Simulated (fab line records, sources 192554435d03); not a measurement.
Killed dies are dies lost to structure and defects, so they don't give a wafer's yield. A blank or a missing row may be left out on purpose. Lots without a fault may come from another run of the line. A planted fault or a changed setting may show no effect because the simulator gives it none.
A struck lot beside a sound one | flow n5_finfet | 24 steps out of a route of 1938
Sound: wafers L973.1, L973.3, L973.5. Struck: wafers L974.1, L974.2, L974.4. The cause comes at the end.
At each step with rows: each side's tool, then ch and its chambers, then its first start. Under that, the readings that differ: sound wafers | struck wafers | difference of the means | sigmas: that difference in standard deviations of wafers without a fault.
alike: readings whose means differ by less than 2 such deviations, and words and numbers that are the same on both sides. not compared: withheld readings, readings that some wafer has no value for, bounds like >300 that may hide the same value, and numbers for which the record gives no deviation and whose values overlap.
The two part at a step that has a row with sigmas, a row that says differs or no value, or rows on one side only. Numbers that don't overlap but have no deviation are shown without sigmas and don't part them. A reading that every wafer of one side lacks parts them only if that side has two wafers or more.

first, 9 steps without rows for these wafers: N5_MOL_CONTACT_COAG_SOFTBAKE_35 (time 60 s); N5_MOL_CONTACT_COAG_EXPOSE_37 (exposes mask VD, defocus 0 nm); N5_MOL_CONTACT_COAG_PEB_38 (peb time 60 s); N5_MOL_CONTACT_COAG_DEVELOP_39 (develop time 30 s); N5_MOL_CONTACT_COAG_DESCUM_45 (chemistry O2, time 7 s); N5_MOL_CONTACT_COAG_ETCH_65 (etches underlayer in N2/H2, target depth 13 nm, time 10.4 s); N5_MOL_CONTACT_COAG_ETCH_66 (etches SiARC in CF4, target depth 13 nm, time 21.7 s); N5_MOL_CONTACT_COAG_ALD_133 (deposits SiO2, target thk 5 nm, pulse time 1 s, co reactant pulse time 1 s); N5_MOL_CONTACT_COAG_ETCHBACK_134 (etches SiO2 in CHF3, target depth 10 nm, time 6.7 s).
N5_MOL_CONTACT_COAG_ETCH_67: etches SOC in N2/H2, target depth 60 nm, overetch 21 nm, time 101.2 s.
  sound on rie_diel-03 ch 0,1, day 7 18:57; struck on rie_diel-03 ch 0,2,3, day 8 01:16
  no value came back on the struck wafers for any of 8 readings (bias_w (W), chamber_pressure_mTorr (mTorr) and others); on the sound wafers bias_w (W) reads 150.2 149.3 149.5
  reading                                                  | sound       | struck         | difference | sigmas
  model.CAR-EUV_of_MOL_CONTACT_COAG_COAT_34.thk_nm (nm)    | 0 0 0       | 15.6 15.6 15.6 | +15.6      |
  model.underlayer_of_MOL_CONTACT_COAG_COAT_64.thk_nm (nm) | 0 0 0       | 10 10 10       | +10        |
  model.SiARC_of_MOL_CONTACT_COAG_COAT_63.thk_nm (nm)      | 5.6 6.4 6.4 | 10 10 10       | +4         |
  not compared: rf_hours_counter_h
then, 4 steps without rows for these wafers: N5_MOL_CONTACT_COAG_STRIP_68 (strips in N2/H2); N5_MOL_CONTACT_COAG_STRIP_69 (strips in N2/H2); N5_MOL_CONTACT_COAG_ETCHBACK_136 (etches SiO2 in CHF3, target depth 25 nm, time 16.7 s); N5_MOL_CONTACT_COAG_STRIP_120 (strips in CHF3).
N5_MOL_CONTACT_COAG_VIA_ETCH_117: etches SiO2 in C4F6/O2, target depth 40 nm, overetch 8 nm, time 26 s.
  sound on rie_diel-03 ch 0,1, day 7 19:04; struck on rie_diel-03 ch 0,2,3, day 8 01:23
  reading               | sound          | struck         | difference | sigmas
  oes_product_au (a.u.) | 0.76 0.65 0.65 | 0.27 0.36 0.32 | -0.37      | -5
  alike: C4F6_flow_sccm, O2_flow_sccm, drypump_motor_current_A, rf_vpp_V, showerhead_plenum_p_Torr, throttle_valve_pct
  not compared: rf_hours_counter_h
N5_MOL_CONTACT_COAG_ETCH_124: etches SiNx in CH3F/O2, stops on SiOC, target depth 6.5 nm.
  sound on rie_diel-03 ch 0,1, day 7 19:06; struck on rie_diel-03 ch 0,2,3, day 8 01:25
  reading               | sound          | struck         | difference | sigmas
  oes_product_au (a.u.) | 0.73 0.61 0.60 | 0.28 0.35 0.32 | -0.33      | -4
  alike: CH3F_flow_sccm, O2_flow_sccm, drypump_motor_current_A, rf_vpp_V, showerhead_plenum_p_Torr, throttle_valve_pct
  not compared: rf_hours_counter_h
then, 4 steps without rows for these wafers: N5_MOL_CONTACT_COAG_STRIP_72 (strips in N2/H2); N5_MOL_CONTACT_COAG_STRIP_49 (strips in N2/H2, time 30 s); N5_MOL_CONTACT_COAG_PRECLEAN_138 (cleans in alkaline clean, time 60 s); N5_MOL_CONTACT_COAG_SRD_139 (time 30 s).
N5_MOL_CONTACT_COAG_CD_MEAS_101: target cd 16 nm.
  sound on cd_sem-02, day 7 19:25; struck on cd_sem-03, day 8 01:47
  reading    | sound          | struck | difference                    | sigmas
  cd_nm (nm) | 16.5 16.1 16.2 | - - -  | no value on the struck wafers |
then, 1 step without rows for these wafers: N5_MOL_CONTACT_COAG_PRE_CLEAN_121.
N5_BEOL_M4_RC_MEAS_101:
  the record has rows for the sound wafers here (prober-02 ch 0, day 12 07:59) and none for the struck ones
-- the record jumps here: 9 days lie between the struck wafers' starts before and after (it left off in module BEOL_M4 and takes up again in module PASSIVATION, whose first step shown is number 1936 of the route) --
N5_PASSIVATION_PROBE_49:
  the record has rows for the struck wafers here (prober-02, day 17 01:08) and none for the sound ones

WHERE THEY PART
First at N5_MOL_CONTACT_COAG_ETCH_67; last, within this record, at N5_PASSIVATION_PROBE_49.

WHY: what the simulator had put in
Skipped step whole: rie_diel-03, from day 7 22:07 on, at N5_MOL_CONTACT_COAG_ETCH_67. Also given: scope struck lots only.
